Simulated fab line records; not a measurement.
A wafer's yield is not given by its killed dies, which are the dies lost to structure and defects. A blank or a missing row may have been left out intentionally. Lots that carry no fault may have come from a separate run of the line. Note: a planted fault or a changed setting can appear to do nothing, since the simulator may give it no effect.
Which tool is to blame?	flow nand-harc	13 lots with 39 wafers sampled at 5 steps, on a route of 1302 steps

## WHAT THE GAUGES READ, wafer by wafer
NHARC_A_ONON_D1_THK_MEAS_08: measures by ellipsometry.
lot	measured	on	thk-nm (nm)
L911	day 7 18:44	film-metro-01	998 1000 1000
L912	day 8 05:52	film-metro-01	1010 1010 1010
L920	day 11 19:34	film-metro-01	1016 1015 1015
L921	day 12 04:54	film-metro-02	1011 1010 1012
L923	day 12 20:35	film-metro-01	997 998 1000
L922	day 12 20:36	film-metro-01	1005 1006 1005
L926	day 13 18:29	film-metro-01	1004 1001 1003
L929	day 15 08:41	film-metro-01	1009 1009 1007
L930	day 15 18:27	film-metro-01	1000 999 1000
L931	day 16 06:07	film-metro-02	993 996 996
L932	day 16 18:48	film-metro-01	998 997 998
L933	day 17 06:04	film-metro-01	995 995 996
L934	day 17 06:04	film-metro-02	982 981 982

NHARC_A_CHANNEL_HOLE_D1_OVL_MEAS_11.
lot	measured	on	overlay-x-nm (nm)	overlay-y-nm (nm)
L911	day 8 11:47	overlay-02	0.9 0.1 1.1	-0.1 -0.2 -0.1
L912	day 8 21:32	overlay-02	-0.3 -0.9 -0.4	1.4 1.4 0.9
L920	day 12 09:58	overlay-02	-0.7 -1.2 -1.0	-1.1 -1.7 -1.0
L921	day 12 19:28	overlay-02	-0.6 -1.0 -1.0	-0.9 -0.9 -0.7
L923	day 13 14:32	overlay-02	-1.9 -1.4 -1.9	-0.7 -0.3 -0.3
L922	day 13 14:58	overlay-01	-1.2 -0.8 -1.0	0.8 0.7 0.7
L926	day 14 09:59	overlay-01	0.0 0.0 0.1	-1.7 -1.2 -1.9
L929	day 16 02:30	overlay-01	-0.9 -1.0 -0.8	-0.5 -0.1 -0.1
L930	day 16 10:02	overlay-01	-0.4 -0.8 0.1	-1.1 -0.2 -0.7
L931	day 16 21:41	overlay-01	1.7 1.3 1.3	0.1 -0.4 0.1
L932	day 17 10:58	overlay-01	1.1 0.4 0.0	0.2 -0.5 -0.5
L933	day 17 22:02	overlay-01	1.2 1.8 1.3	-0.9 -1.3 -0.6
L934	day 17 22:20	overlay-02	0.5 0.7 0.1	-0.4 -0.1 -0.3

NHARC_END_SORT_01.
lot	measured	on	killed-at-array	killed-at-other	killed-at-periphery	killed-dies	killed-open	killed-short
L920	day 28 11:05	prober-02	71 313 73	1 0 1	0 1 1	72 314 75	4 1 3	2 4 2
L921	day 28 11:56	prober-01	299 314 56	0 0 0	3 1 2	302 315 58	2 0 3	0 5 0
L922	day 29 09:19	prober-01	48 241 48	0 1 0	6 8 3	54 250 51	1 5 0	1 0 3

## WHAT TOOL EACH LOT RAN ON (gives the tool, then ch and the chambers of the sampled wafers, and finally the start)
lot	NHARC_A_CHANNEL_HOLE_D1_DEP_01	NHARC_A_CHANNEL_HOLE_D1_ETCH_16
L911	pecvd-01 ch 0,1,2, day 8 10:59	rie-diel-05 ch 0,1,2, day 8 12:32
L912	pecvd-02 ch 0,1,2, day 8 20:49	rie-diel-05 ch 0,2,3, day 8 22:17
L920	pecvd-03 ch 0,1,2, day 12 09:17	rie-diel-05 ch 0,1, day 12 10:40
L921	pecvd-01 ch 0,1, day 12 18:39	rie-diel-05 ch 0,2,3, day 12 20:05
L923	pecvd-01 ch 0,1,2, day 13 13:47	rie-diel-09 ch 0,1,2, day 13 15:20
L922	pecvd-03 ch 0,2, day 13 14:12	rie-diel-05 ch 0,2,3, day 13 15:36
L926	pecvd-02 ch 0,1,2, day 14 09:10	rie-diel-12 ch 0,1,3, day 14 10:37
L929	pecvd-01 ch 0,1,2, day 16 01:41	rie-diel-05 ch 1,2,3, day 16 03:11
L930	pecvd-01 ch 0,1,2, day 16 09:13	rie-diel-05 ch 0,2,3, day 16 10:40
L931	pecvd-03 ch 1,2, day 16 20:59	rie-diel-05 ch 0,2,3, day 16 22:26
L932	pecvd-01 ch 1,2, day 17 10:17	rie-diel-05 ch 1,2,3, day 17 11:35
L933	pecvd-03 ch 0,1, day 17 21:14	rie-diel-12 ch 0,1, day 17 22:45
L934	pecvd-02 ch 0,1,2, day 17 21:37	rie-diel-12 ch 0,1,3, day 17 23:22
- NHARC_A_CHANNEL_HOLE_D1_DEP_01: deposits SiON, target thk 140 nm.
- NHARC_A_CHANNEL_HOLE_D1_ETCH_16: etches the open film in O2/COS, target depth 3100 nm, time 806 s.

## WHAT THE TOOLS THEMSELVES READ (means of the sampled wafers that have a number; where no wafer has one, the mark that the record gives instead)
NHARC_A_CHANNEL_HOLE_D1_DEP_01.
lot	tool	chamber-pressure-Torr (Torr)	heater-power-w (W)
L911	pecvd-01	3.508	703
L912	pecvd-02	3.505	769
L920	pecvd-03	3.499	733
L921	pecvd-01	3.494	688
L923	pecvd-01	3.500	699
L922	pecvd-03	3.504	657
L926	pecvd-02	3.502	765
L929	pecvd-01	3.500	662
L930	pecvd-01	3.507	703
L931	pecvd-03	3.504	696
L932	pecvd-01	3.507	672
L933	pecvd-03	3.499	777
L934	pecvd-02	3.506	747

NHARC_A_CHANNEL_HOLE_D1_ETCH_16.
lot	tool	drypump-motor-current-A (A)	oes-product-au (a.u.)	rf-vpp-V (V)	run-length-s (s)	showerhead-plenum-p-Torr (Torr)	throttle-valve-pct (%)
L911	rie-diel-05	5.7	0.999	312.7	827.4	3.07	28.322
L912	rie-diel-05	5.6	0.987	314.5	827.2	3.11	28.329
L920	rie-diel-05	5.4	1.018	315.9	767.0	3.17	28.328
L921	rie-diel-05	5.6	0.994	312.9	706.5	3.11	28.334
L923	rie-diel-09	6.1	1.000	315.0	827.2	3.15	28.328
L922	rie-diel-05	5.6	1.003	314.5	766.7	3.11	28.329
L926	rie-diel-12	5.8	0.995	313.5	827.3	3.08	28.325
L929	rie-diel-05	5.7	1.002	313.0	827.3	3.01	28.330
L930	rie-diel-05	5.6	0.997	313.9	827.3	3.11	28.331
L931	rie-diel-05	5.6	1.003	313.4	827.0	3.10	28.324
L932	rie-diel-05	5.7	0.989	313.1	827.2	3.01	28.325
L933	rie-diel-12	5.8	0.999	314.3	827.0	3.16	28.332
L934	rie-diel-12	5.8	0.994	314.5	827.1	3.07	28.330

## THE ANSWER, worked out from the rows above alone
Rule: the usual values come from the lots themselves. The widest of any qualifying gaps counts: lots, ordered by their means at a reading, are off when they make up no more than a third of the lots, leave a main group of 4 or more, and stand apart from it by 3 or more times the standard deviation of that group's means. The tables above print the reading to a certain number of digits; a main group whose means all agree to those digits is not used. A lot without any number at a reading at which 4 lots or more have one is off too. Any other lot the step has rows for is counted as sound. Order of review: gauges by route order, followed by the tools' own readings, for which a lot's mean as printed above is used. At the first step where some lot is off, the reading lying furthest off is the one used; lots without a number count as furthest.
Off: L920, L921, L922 (NHARC_A_CHANNEL_HOLE_D1_ETCH_16, run-length-s). For the main group the mean is 827.2 s and the standard deviation 0.13.
If a tool, at that step or one of the process steps before it, ran each lot that is off and ran no sound lot following the first of them, it fits. None of those tried fits.

## WHAT THE SIMULATOR HAD INSERTED
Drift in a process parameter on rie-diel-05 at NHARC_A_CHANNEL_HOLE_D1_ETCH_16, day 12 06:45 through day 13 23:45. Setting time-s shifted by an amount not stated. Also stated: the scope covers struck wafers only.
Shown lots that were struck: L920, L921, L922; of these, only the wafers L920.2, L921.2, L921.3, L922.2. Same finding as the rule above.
